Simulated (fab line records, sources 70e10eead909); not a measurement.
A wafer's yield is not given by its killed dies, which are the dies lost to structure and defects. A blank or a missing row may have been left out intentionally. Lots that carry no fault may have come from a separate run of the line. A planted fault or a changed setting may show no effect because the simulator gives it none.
Matching of chambers	flow nand-harc	NHARC_A_STAIRCASE_CMP_450 on cmp-03 has 4 sister chambers
The step polishes SiO2, target thk 200 nm. 14 wafers are shown with their chamber, then 7 later ones without.

EACH WAFER AND ITS CHAMBER
wafer	chamber	motor-current-A (A)
L078.3	1	11.3
L078.4	0	10.5
L078.5	0	10.3
L082.2	3	13.6
L082.3	1	11.3
L082.6	0	10.2
L088.3	2	13.2
L088.4	0	10.5
L088.5	2	12.6
L090.1	0	10.2
L090.3	2	13.0
L090.6	3	13.5
L091.2	1	11.0
L091.4	2	13.2

SIGNATURES (averages over the wafers above)
reading	chamber 0	chamber 1	chamber 2	chamber 3	scatter within a chamber
motor-current-A	10.340	11.200	13.000	13.550	0.199
Rule: for a wafer and a chamber, the distance is found by dividing, reading by reading, the gap between the wafer's reading and the chamber's mean by the reading's scatter, squaring, summing and taking the root. If the next closest chamber is less than 2 further off than the closest, the wafer can't be placed; otherwise it belongs to the closest. The scatter is the square root of a quotient: the sum, over the shown wafers, of each reading's squared deviation from its chamber's mean, divided by wafers minus chambers.

WAFERS WHOSE CHAMBER IS MISSING
wafer	motor-current-A (A)
L091.6	12.9
L093.2	13.6
L093.3	11.7
L093.4	10.6
L096.3	13.7
L096.4	10.8
L096.5	12.8

WHICH CHAMBER EACH ONE RAN IN
wafer	from the rows above	in truth
L091.6	2	2
L093.2	3	3
L093.3	1	1
L093.4	can't be placed: 0 or 1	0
L096.3	3	3
L096.4	can't be placed: 1 or 0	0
L096.5	2	2
Correct placement for 5 of the 7. These rows do not allow placing 2 (true chamber among the candidates in 2). Placed wrongly: 0.
